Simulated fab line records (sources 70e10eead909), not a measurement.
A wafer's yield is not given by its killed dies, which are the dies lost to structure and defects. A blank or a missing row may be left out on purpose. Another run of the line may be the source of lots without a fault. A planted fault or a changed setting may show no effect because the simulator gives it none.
What tool caused it? / flow nand-harc / 36 wafers sampled from 12 lots at 1 step of a route of 1302

## WHAT EACH GAUGE READ, for each wafer
NHARC_P_CONTACT_INSPECT_14.
lot=L075; measured=day 6 11:14; on=defect-inspect-02; raw-defect-count=6 2 5
lot=L077; measured=day 7 04:42; on=defect-inspect-01; raw-defect-count=2 2 3
lot=L079; measured=day 7 20:53; on=defect-inspect-02; raw-defect-count=1 1 3
lot=L081; measured=day 8 22:53; on=defect-inspect-02; raw-defect-count=2 3 2
lot=L083; measured=day 9 10:43; on=defect-inspect-02; raw-defect-count=3 6 2
lot=L085; measured=day 10 12:02; on=defect-inspect-02; raw-defect-count=2 7 11
lot=L087; measured=day 11 10:25; on=defect-inspect-02; raw-defect-count=3 2 5
lot=L089; measured=day 12 01:15; on=defect-inspect-02; raw-defect-count=4 6 5
lot=L091; measured=day 12 23:39; on=defect-inspect-01; raw-defect-count=3 7 6
lot=L093; measured=day 14 00:13; on=defect-inspect-01; raw-defect-count=3 5 2
lot=L095; measured=day 14 10:19; on=defect-inspect-02; raw-defect-count=1 3 3
lot=L097; measured=day 15 12:15; on=defect-inspect-01; raw-defect-count=0 1 1

## WHAT TOOL EACH LOT RAN ON (gives the tool, then ch and the chambers of the sampled wafers, and finally the start)
The record holds no process step before these readings.

## THE ANSWER, worked out from the rows above alone
Rule: usual is defined by the lots themselves. The widest of any qualifying gaps counts: lots, ordered by their means at a reading, are off when they make up no more than a third of the lots, leave a main group of 4 or more, and stand apart from it by 3 or more times the standard deviation of that group's means. A main group whose means are all the same, to the digits that the tables above print for the reading, isn't used. A lot without any number at a reading at which 4 lots or more have one is off too. All remaining lots with rows at the step are treated as sound.
No lot is off on any of the readings shown, so nothing can be concluded from this.

## WHAT WAS PUT IN BY THE SIMULATOR
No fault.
